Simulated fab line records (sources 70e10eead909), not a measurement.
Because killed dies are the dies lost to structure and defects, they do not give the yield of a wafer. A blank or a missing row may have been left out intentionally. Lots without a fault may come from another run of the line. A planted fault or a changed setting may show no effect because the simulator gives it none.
Chamber matching | flow nand harc | NHARC_A_STAIRCASE_ETCH_169 on rie diel-08: 4 sister chambers
The step etches the open film in CH3F/O2, target depth 50 nm, time 107.1 s. 8 wafers are shown with their chamber, then 7 later ones without.

## WAFERS PAIRED WITH THEIR CHAMBERS
wafer  | chamber | showerhead plenum p Torr (Torr) | rf vpp V (V)
L077.6 | 2       | 2.34                            | 245.1
L081.5 | 1       | 2.61                            | 245.9
L081.6 | 2       | 2.34                            | 243.4
L083.2 | 0       | 2.50                            | 245.7
L083.4 | 1       | 2.61                            | 248.1
L083.6 | 3       | 2.50                            | 242.6
L092.2 | 3       | 2.48                            | 244.3
L092.3 | 0       | 2.48                            | 244.3

## WAFERS WHOSE CHAMBER IS MISSING
wafer  | showerhead plenum p Torr (Torr) | rf vpp V (V)
L092.5 | 2.48                            | 243.5
L093.1 | 2.32                            | 241.5
L093.2 | 2.49                            | 244.1
L093.4 | 2.60                            | 246.9
L095.3 | 2.48                            | 244.6
L095.5 | 2.59                            | 245.3
L095.6 | 2.48                            | 244.5

## WHICH CHAMBER EACH ONE RAN IN
wafer  | from the rows above     | in truth
L092.5 | can't be placed: 3 or 0 | 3
L093.1 | 2                       | 2
L093.2 | can't be placed: 3 or 0 | 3
L093.4 | 1                       | 1
L095.3 | can't be placed: 0 or 3 | 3
L095.5 | 1                       | 1
L095.6 | can't be placed: 0 or 3 | 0
Placed correctly: 3 of 7. Cannot be placed on the basis of these rows: 4; the candidates contain the true chamber in 4. 0 placed wrongly.
How it was worked out, from the rows above alone: a wafer's distance from a chamber is the root of the sum, over the readings, of the square of ((its reading less the chamber's mean) divided by the reading's scatter). The wafer belongs to the nearest chamber; if the next one is less than 2 further off, it can't be placed. A chamber's mean is the mean of its shown wafers. The scatter is the square root of a quotient: the sum, over the shown wafers, of each reading's squared deviation from its chamber's mean, divided by wafers minus chambers.
